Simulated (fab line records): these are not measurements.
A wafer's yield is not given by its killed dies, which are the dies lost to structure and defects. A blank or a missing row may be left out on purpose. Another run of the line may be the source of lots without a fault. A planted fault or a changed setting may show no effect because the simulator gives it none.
fab line records | flow n5Finfet
record: lots: 12 | wafers: 33 | lastDay: 18
route steps=1938 shown BEOL_M0@740 PASS1_DEP@1831 MIM_TOP@1835 TV_LITHO@1883 PASSIVATION@1936
lots untouched by any fault: they come from a run of this same line in which no faults occurred
startH: start of the lot's first displayed wafer, in hours after the record's first day | waitH: how many hours have passed since the lot's step before this one | " identical to the entry in the row above | L1.1+2: one row covering several wafers at once | - either no value or no given start | * or withheld: withheld | < > ~ a bound
route shown NAME@n: names a module that has steps shown in the file, with the first one's number in the route | usual: mean/standard deviation taken from wafers without a fault | same: alike in all rows | chamber/n: place in a boat | sites: per-site readings | _std_site: how widely they spread, as a standard deviation | _edge_site: mean of outer sites minus mean of inner sites | radiusMm: for every site, how far away it sits from the centre of the wafer | mask NAME#n: copy n | behind: the most recent tool/chamber to have shaped the wafer | hold: why the lot went on hold/how many hours it stayed there/how the hold came to an end | device: the n, p or np transistor that did not switch | end of line: the route-end tests of the same wafers | a step with no rows: only its recipe | killed: the dies lost at the first sort to structure and to defects; this is not the yield of the wafer | map: the dies of a wafer, with x for killed, . for not killed, _ for no die there
set.NAME: the setting that was run; set.NAME@STEP: the one run at that earlier step | model.NAME: the simulator's own value behind a step, which no gauge read
steps of the route over a sample of lots; a table a step, a row a wafer
services: a tool's chamber out of use, with start hour (startH, from the record's first day; less than 0 if before it), hours out, and reason
== steps ==
step: N5_BEOL_M0_SPUTTER_141
recipe: material: Cu | targetThkA: 40 | tempC: -20 | chamberPressurePa: 0.07 | powerW: withheld | timeS: 7.37
usual: chamberPressurePa: 0.07/0.00014 | throttleValvePct: 30.4/1
lot.wafer | tool          | chamber | startH | waitH | chamberPressurePa | throttleValvePct
L412.1    | pvdSputter-01 | -       | 128.21 | 0.0   | 0.06989           | 31.6
L412.4    | "             | -       | "      | "     | 0.07021           | 28.5
L412.6    | "             | -       | "      | "     | 0.0698            | 29.7
L415.2    | pvdSputter-01 | -       | 140.70 | 0.0   | 0.07006           | 29.9
L415.5    | "             | -       | "      | "     | 0.07007           | 28.5
L415.6    | "             | -       | "      | "     | 0.06988           | 30.1
L416.2    | pvdSputter-02 | -       | 149.53 | 0.0   | 0.0699            | 30.0
L416.4    | "             | -       | "      | "     | 0.07022           | 29.9
L416.6    | "             | -       | "      | "     | 0.07013           | 30.1
L418.3    | pvdSputter-03 | -       | 161.75 | 0.0   | 0.07              | 29.0
L418.5    | "             | -       | "      | "     | 0.06996           | 29.4
L418.6    | "             | -       | "      | "     | 0.06993           | 30.9
L419.2    | pvdSputter-03 | -       | 164.15 | 0.0   | 0.06997           | 29.3
L419.3    | "             | -       | "      | "     | 0.0699            | 31.0
L421.3    | pvdSputter-01 | -       | 181.08 | 0.0   | 0.06997           | 30.9
L421.4    | "             | -       | "      | "     | 0.06985           | 31.9
L421.6    | "             | -       | "      | "     | 0.06994           | 29.9
L422.4    | pvdSputter-02 | -       | 185.74 | 0.0   | 0.06986           | 29.8
L422.6    | "             | -       | "      | "     | 0.06991           | 29.8
L423.1    | pvdSputter-01 | -       | 192.90 | 0.0   | 0.07002           | 28.8
L423.2    | "             | -       | "      | "     | 0.0701            | 29.9
L423.4    | "             | -       | "      | "     | 0.06996           | 31.5
L424.1    | pvdSputter-03 | -       | 196.95 | 0.0   | 0.06967           | 30.7
L424.3    | "             | -       | "      | "     | 0.07022           | 30.8
L425.2    | pvdSputter-01 | -       | 202.50 | 0.0   | 0.06974           | 31.7
L425.3    | "             | -       | "      | "     | 0.06982           | 31.2
L425.6    | "             | -       | "      | "     | 0.06981           | 31.2
L430.1    | pvdSputter-01 | -       | 227.77 | 0.0   | 0.06989           | 31.5
L430.5    | "             | -       | "      | "     | 0.06997           | 29.8
L430.6    | "             | -       | "      | "     | 0.06996           | 28.8
L434.1    | pvdSputter-01 | -       | 258.17 | 0.0   | 0.07002           | 31.5
L434.2    | "             | -       | "      | "     | 0.06978           | 31.2
L434.4    | "             | -       | "      | "     | 0.06975           | 29.9
step: N5_PASSIVATION_PECVD_00
recipe: material: SiO2 | targetThkA: 2000 | tempC: 400 | precursor: SiH4/N2O | pressureTorr: 2.7 | rfW: 608 | timeS: 11.2
usual: heaterPowerW: 643/68 | showerheadPlenumPTorr: 8.19/0.11 | throttleValvePct: 51.3/2.8
lot.wafer | tool     | chamber | startH | waitH | heaterPowerW | showerheadPlenumPTorr | sinceWetCleanH | throttleValvePct
L412.1    | pecvd-01 | 2       | 265.46 | 0.8   | 538          | 8.22                  | 16             | 49.8
L412.4    | "        | 1       | "      | "     | 564          | 8.31                  | -              | 57.4
L412.6    | "        | 2       | "      | "     | 557          | 8.23                  | -              | 50.0
L415.2    | pecvd-01 | 2       | 294.49 | 0.7   | 661          | 8.19                  | 45             | 50.3
L415.5    | "        | 0       | "      | "     | 654          | 8.35                  | -              | 50.3
L415.6    | "        | 2       | "      | "     | 675          | 8.23                  | -              | 50.0
L416.2    | pecvd-04 | 1       | 294.64 | 0.7   | 633          | 8.11                  | 1905           | 50.1
L416.4    | "        | 1       | "      | "     | 629          | 8.13                  | -              | 50.0
L416.6    | "        | 2       | "      | "     | 524          | 8.03                  | -              | 54.7
L418.3    | pecvd-03 | 1       | 304.67 | 0.5   | 670          | 8.34                  | 1734           | 50.4
L418.5    | "        | 0       | "      | "     | 674          | 8.13                  | -              | 51.8
L418.6    | "        | 2       | "      | "     | 640          | 8.12                  | -              | 48.6
L419.2    | pecvd-01 | 2       | 307.47 | 0.7   | 639          | 8.22                  | 58             | 50.4
L419.3    | "        | 1       | "      | "     | 681          | 8.26                  | 1555           | 56.9
L423.1    | pecvd-04 | 2       | 324.25 | 0.8   | 556          | 8.03                  | 455            | 54.9
L423.2    | "        | 1       | "      | "     | 694          | 8.11                  | 1934           | 49.6
L423.4    | "        | 0       | "      | "     | 736          | 8.12                  | -              | 50.0
L422.4    | pecvd-04 | 0       | 327.39 | 0.4   | 753          | 8.11                  | -              | 49.8
L422.6    | "        | 2       | "      | "     | 549          | 8.05                  | -              | 55.1
L421.3    | pecvd-01 | 0       | 331.79 | 0.5   | 736          | 8.33                  | 854            | 50.7
L421.4    | "        | 0       | "      | "     | 733          | 8.31                  | -              | 50.9
L421.6    | "        | 1       | "      | "     | 529          | 8.29                  | -              | 57.1
L424.1    | pecvd-03 | 2       | 338.01 | 0.8   | 694          | 8.14                  | 288            | 48.6
L424.3    | "        | 1       | "      | "     | 635          | 8.34                  | 1767           | 50.3
L425.2    | pecvd-03 | 0       | 340.42 | 0.7   | 665          | 8.15                  | 1044           | 52.1
L425.3    | "        | 2       | "      | "     | 583          | 8.15                  | 290            | 48.7
L425.6    | "        | 0       | "      | "     | 682          | 8.14                  | -              | 51.9
L430.1    | pecvd-03 | 0       | 369.01 | 0.8   | 719          | 8.16                  | 1073           | 51.9
L430.5    | "        | 2       | "      | "     | 607          | 8.13                  | -              | 48.9
L430.6    | "        | 0       | "      | "     | 719          | 8.14                  | -              | 51.5
L434.1    | pecvd-03 | 0       | 419.68 | 0.8   | 663          | 8.18                  | 1124           | 51.6
L434.2    | "        | 2       | "      | "     | 591          | 8.14                  | 370            | 48.6
L434.4    | "        | 0       | "      | "     | 691          | 8.16                  | -              | 52.0
step: N5_MIM_TOP_ALD_01
recipe: material: HfO2 | targetThkA: 56 | tempC: withheld | aldPrecursorFamily: Hf-amide | aldCoReactant: O3 | pulseTimeS: 1 | purgeTimeS: 3 | coReactantPurgeTimeS: 2 | coReactantPulseTimeS: 3 | aldCycles: 62
usual: precursorPulseHeightRel: 1.002/0.021
same: coReactantPurgeTimeS: 2
lot.wafer | tool     | chamber | startH | waitH | precursorPulseHeightRel | sinceWetCleanH
L412.1    | aldHk-02 | 0       | -      | -     | 0.986                   | 237
L412.4    | "        | 3       | "      | "     | 1.020                   | 237
L412.6    | "        | 1       | "      | "     | 0.993                   | -
L415.2    | aldHk-01 | 2       | -      | -     | 1.013                   | 1176
L415.5    | "        | 3       | "      | "     | 1.006                   | -
L415.6    | "        | 2       | "      | "     | 0.997                   | -
L416.2    | aldHk-03 | 1       | -      | -     | 0.997                   | 2072
L416.4    | "        | 3       | "      | "     | 0.982                   | 2072
L416.6    | "        | 0       | "      | "     | 0.973                   | -
L418.3    | aldHk-02 | 2       | -      | -     | 1.003                   | 275
L418.5    | "        | 0       | "      | "     | 0.989                   | -
L418.6    | "        | 3       | "      | "     | 1.002                   | -
L419.2    | aldHk-03 | 0       | -      | -     | 1.008                   | 2085
L419.3    | "        | 1       | "      | "     | 0.986                   | 2085
L423.1    | aldHk-01 | 2       | -      | -     | 0.985                   | 1205
L423.2    | "        | 0       | "      | "     | 1.036                   | 1205
L423.4    | "        | 3       | "      | "     | 1.008                   | 1205
L422.4    | aldHk-01 | 1       | -      | -     | 0.987                   | 1209
L422.6    | "        | 0       | "      | "     | 1.002                   | -
L421.3    | aldHk-02 | 3       | -      | -     | 1.005                   | 303
L421.4    | "        | 0       | "      | "     | 0.979                   | 303
L421.6    | "        | 0       | "      | "     | 1.024                   | -
L424.1    | aldHk-02 | 2       | -      | -     | 0.973                   | 309
L424.3    | "        | 0       | "      | "     | 0.959                   | 309
L425.2    | aldHk-03 | 3       | -      | -     | 0.998                   | 2118
L425.3    | "        | 1       | "      | "     | 0.982                   | 2118
L425.6    | "        | 3       | "      | "     | 1.034                   | -
L430.1    | aldHk-01 | 2       | -      | -     | 0.999                   | 1250
L430.5    | "        | 0       | "      | "     | 0.984                   | -
L430.6    | "        | 1       | "      | "     | 0.936                   | -
L434.1    | aldHk-01 | 1       | -      | -     | 1.008                   | 1300
L434.2    | "        | 3       | "      | "     | 1.026                   | 1300
L434.4    | "        | 2       | "      | "     | 1.002                   | 1300
step: N5_PASSIVATION_CD_MEAS_10
recipe: targetCdNm: 3000 | landingEnergyEv: 500 | detector: seInlens
usual: cdNm: 2999.6/2.3
lot.wafer | tool     | chamber | startH | waitH | cdNm
L412.1    | cdSem-01 | 0       | 270.44 | -     | 2999.1
L412.4    | "        | 0       | "      | "     | 2995.6
L412.6    | "        | 0       | "      | "     | 3000.6
L416.2    | cdSem-03 | 0       | 299.76 | -     | 2994.5
L416.4    | "        | 0       | "      | "     | 2999.7
L416.6    | "        | 0       | "      | "     | 3000.7
L415.2    | cdSem-01 | 0       | 300.64 | -     | 3000.0
L415.5    | "        | 0       | "      | "     | 3001.5
L415.6    | "        | 0       | "      | "     | 2999.2
L418.3    | cdSem-03 | 0       | 312.24 | -     | 2996.4
L418.5    | "        | 0       | "      | "     | 3000.6
L418.6    | "        | 0       | "      | "     | 2998.2
L419.2    | cdSem-01 | 0       | 313.46 | -     | 2998.7
L419.3    | "        | 0       | "      | "     | 3000.4
L423.1    | cdSem-03 | 0       | 332.68 | -     | 3001.2
L423.2    | "        | 0       | "      | "     | 3000.7
L423.4    | "        | 0       | "      | "     | 2999.9
L422.4    | cdSem-03 | 0       | 333.86 | -     | 2998.1
L422.6    | "        | 0       | "      | "     | 3000.0
L421.3    | cdSem-03 | 0       | 337.12 | -     | 3003.7
L421.4    | "        | 0       | "      | "     | 2999.9
L421.6    | "        | 0       | "      | "     | 2997.3
L424.1    | cdSem-02 | 0       | 343.93 | -     | 2998.9
L424.3    | "        | 0       | "      | "     | 3002.2
L425.2    | cdSem-03 | 0       | 345.44 | -     | 2999.4
L425.3    | "        | 0       | "      | "     | 2998.2
L425.6    | "        | 0       | "      | "     | 3001.5
L430.1    | cdSem-01 | 0       | 375.23 | -     | 3004.0
L430.5    | "        | 0       | "      | "     | 2999.9
L430.6    | "        | 0       | "      | "     | 3002.0
L434.1    | cdSem-01 | 0       | 427.25 | -     | 3000.2
L434.2    | "        | 0       | "      | "     | 3001.4
L434.4    | "        | 0       | "      | "     | 3002.2
step: N5_PASSIVATION_PROBE_49
usual: defectLimitedYield: 91.7/1.7 | killed_at_M0_to_M3: 34/10 | killed_at_M4_up: 13/5.1 | killedAtContacts: 12/6.2 | killedAtFrontEnd: 36/12 | killedAtOther: 3.2/2.6 | killedDies: 98/20 | killedOnRim: 13/4.5 | killedOpen: 65/13 | killedShort: 32/8.4 | sort_bin_5_function: 4.8/1.1 | sort_bin_6_memory: 3.2/0.74 | sortNPass: 1082/20 | sortYieldPct: 91.7/1.7
same: grossDies: 1180 | killedAtBackSide: 0 | sort_bin_4_leakage[%]: 0 | sort_bin_8_speed[%]: 0
lot.wafer | tool      | chamber | startH | waitH | defectLimitedYield[%] | killed_at_M0_to_M3 | killed_at_M4_up | killedAtContacts | killedAtFrontEnd | killedAtOther | killedDies | killedOnRim | killedOpen | killedShort | sort_bin_5_function[%] | sort_bin_6_memory[%] | sortNPass | sortYieldPct[%]
L425.2    | prober-02 | -       | 353.84 | 0.1   | 90.1                  | 34                 | 22              | 6                | 54               | 1             | 117        | 19          | 67         | 50          | 5.5                    | 3.8                  | 1063      | 90.1
L425.3    | prober-02 | -       | 353.89 | 0.1   | 92.0                  | 28                 | 9               | 3                | 51               | 3             | 94         | 13          | 62         | 32          | 4.7                    | 3.1                  | 1086      | 92.0
L425.6    | prober-02 | -       | 354.04 | 0.3   | 91.0                  | 25                 | 11              | 17               | 50               | 3             | 106        | 14          | 78         | 26          | 5.5                    | 3.2                  | 1074      | 91.0
L430.1    | prober-02 | -       | 381.90 | 0.0   | 86.7                  | 105                | 15              | 6                | 31               | 0             | 157        | 29          | 59         | 24          | 8.1                    | 3.2                  | 1023      | 86.7
L430.5    | prober-02 | -       | 382.10 | 0.2   | 84.8                  | 121                | 14              | 6                | 37               | 1             | 179        | 30          | 57         | 31          | 9.7                    | 2.8                  | 1001      | 84.8
L430.6    | prober-02 | -       | 382.15 | 0.3   | 79.1                  | 168                | 16              | 12               | 51               | 0             | 247        | 21          | 65         | 38          | 12.8                   | 3.7                  | 933       | 79.1
L434.1    | prober-01 | -       | 434.16 | 0.0   | 86.7                  | 100                | 10              | 23               | 22               | 2             | 157        | 29          | 64         | 21          | 7.4                    | 3.3                  | 1023      | 86.7
L434.2    | prober-01 | -       | 434.21 | 0.1   | 83.1                  | 125                | 13              | 17               | 41               | 4             | 200        | 40          | 49         | 36          | 8.2                    | 3.7                  | 980       | 83.1
L434.4    | prober-01 | -       | 434.31 | 0.2   | 85.4                  | 119                | 18              | 12               | 20               | 3             | 172        | 28          | 54         | 21          | 9.2                    | 3.6                  | 1008      | 85.4
killed by level:class
L425.2 BEOL_M0_SAQP:geometricParticle:short=12 FIN_SAQP:geometricParticle:short=11 FIN_SAQP:geometricParticle:open=9 BEOL_M4:geometricParticle:open=9 GATE_CUT:geometricParticle:short=7 BEOL_M2:geometricParticle:open=7 BEOL_M0_SAQP:geometricParticle:open=6 ILD0:geometricParticle:open=5
L425.3 BEOL_M1:geometricParticle:open=13 FIN_SAQP:geometricParticle:open=10 STI_FIN_REVEAL:geometricParticle:open=9 GATE_CUT:geometricParticle:short=9 ILD0:geometricParticle:open=4 GATE_CUT:geometricParticle:open=4 BEOL_M3:geometricParticle:open=4 BEOL_M0_SAQP:geometricParticle:short=3
L425.6 MOL_CONTACT_COAG:geometricParticle:open=15 FIN_SAQP:geometricParticle:short=10 FIN_SAQP:geometricParticle:open=10 BEOL_M0_SAQP:geometricParticle:open=7 BEOL_M1:geometricParticle:open=7 ILD0:geometricParticle:open=6 SPACER0:geometricParticle:open=5 GATE_CUT:geometricParticle:open=4
L430.1 BEOL_M0:unspecified=74 BEOL_M2:geometricParticle:open=9 BEOL_M0_SAQP:geometricParticle:open=7 BEOL_M1:geometricParticle:open=7 BEOL_M4:geometricParticle:open=7 MOL_CONTACT_COAG:geometricParticle:open=6 FIN_SAQP:geometricParticle:open=5 FIN_SAQP:geometricParticle:short=4
L430.5 BEOL_M0:unspecified=90 BEOL_M0_SAQP:geometricParticle:open=8 DUMMY_GATE:geometricParticle:open=7 FIN_SAQP:geometricParticle:short=6 BEOL_M0_SAQP:geometricParticle:short=6 BEOL_M2:geometricParticle:open=6 STI_FIN_REVEAL:geometricParticle:open=5 FIN_SAQP:geometricParticle:open=4
L430.6 BEOL_M0:unspecified=144 FIN_SAQP:geometricParticle:open=14 STI_FIN_REVEAL:geometricParticle:open=8 MOL_CONTACT_COAG:geometricParticle:open=8 FIN_SAQP:geometricParticle:short=7 BEOL_M1:geometricParticle:open=7 BEOL_M4:geometricParticle:open=6 BEOL_M3:geometricParticle:open=5
L434.1 BEOL_M0:unspecified=72 MOL_CONTACT_COAG:geometricParticle:open=19 BEOL_M0_SAQP:geometricParticle:open=11 BEOL_M4:geometricParticle:open=7 BEOL_M0_SAQP:geometricParticle:short=6 BEOL_M1:geometricParticle:open=6 MOL_CONTACT_COAG:geometricParticle:short=4 FIN_SAQP:geometricParticle:open=3
L434.2 BEOL_M0:unspecified=97 HKMG_FIN:areaEtch=16 MOL_CONTACT_COAG:geometricParticle:open=12 BEOL_M0_SAQP:geometricParticle:short=7 FIN_SAQP:geometricParticle:open=5 FIN_SAQP:geometricParticle:short=5 DUMMY_GATE:geometricParticle:open=5 MOL_CONTACT_COAG:geometricParticle:short=5
L434.4 BEOL_M0:unspecified=97 FIN_SAQP:geometricParticle:open=10 MOL_CONTACT_COAG:geometricParticle:open=10 BEOL_M0_SAQP:geometricParticle:short=8 BEOL_M4:geometricParticle:open=6 BEOL_M5:geometricParticle:open=6 BEOL_M1:geometricParticle:open=5 BEOL_M0_SAQP:geometricParticle:open=3
== services ==
tool          | chamber | startH | hours | kind
pecvd-03      | 2       | 107.09 | 2.1   | scheduledDown
pecvd-04      | -       | 127.46 | 1.1   | repair
pecvd-04      | 1       | 141.84 | 5.4   | repair
pecvd-03      | -       | 157.40 | 0.8   | pm
aldHk-01      | -       | 163.24 | 8.7   | pm
pecvd-03      | 0       | 173.66 | 4.6   | scheduledDown
pecvd-03      | -       | 174.99 | 5.5   | repair
pecvd-04      | 0       | 176.00 | 2.2   | repair
pecvd-01      | -       | 180.37 | 0.9   | repair
pecvd-01      | 2       | 190.80 | 4.7   | repair
pecvd-01      | 0       | 207.72 | 6.4   | repair
aldHk-02      | -       | 211.20 | 0.9   | repair
pecvd-04      | -       | 252.22 | 14.6  | pm
pvdSputter-01 | -       | 260.51 | 3.0   | repair
aldHk-02      | -       | 260.63 | 0.9   | repair
pecvd-01      | -       | 329.86 | 1.7   | repair
aldHk-03      | -       | 332.44 | 1.2   | pm
aldHk-02      | -       | 339.83 | 2.3   | repair
pecvd-04      | 1       | 341.19 | 4.1   | repair
aldHk-01      | -       | 362.08 | 6.0   | pm
aldHk-03      | -       | 371.88 | 0.7   | repair
pvdSputter-03 | -       | 393.46 | 7.6   | repair
pvdSputter-01 | -       | 395.24 | 4.6   | repair
pecvd-01      | -       | 405.95 | 1.4   | repair
== key ==
firstSign: step: N5_PASSIVATION_PROBE_49 | reading: killed_at_M0_to_M3 | direction: up | sigmas: 8.4 | usual: 34 | struck: 123
effect: step: N5_PASSIVATION_PROBE_49 | reading: killedDies | direction: up | sigmas: 4.4 | usual: 98 | struck: 185
moreKillsBornAt: N5_BEOL_M0_SPUTTER_141@pvdSputter-01: 574
metAt N5_BEOL_M0_SPUTTER_141
struckLots L430,L434
baselineLoss: step: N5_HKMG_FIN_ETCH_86 | wafers: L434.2
notActingAt N5_PASSIVATION_PECVD_00,N5_MIM_TOP_ALD_01,N5_PASSIVATION_CD_MEAS_10
onsetBetween 202.50 227.77
alsoFits time
fault: kind: chamberParticleSource | tool: pvdSputter-01 | chamber: - | onsetH: 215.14 | steps: N5_BEOL_M0_SPUTTER_141 | ratePerVisitCm2: 1.7725 | endH: 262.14
baselineLoss: these wafers lose ten dies or more at that step, a loss of the line's own and not of a fault; the sort's usual values leave them out
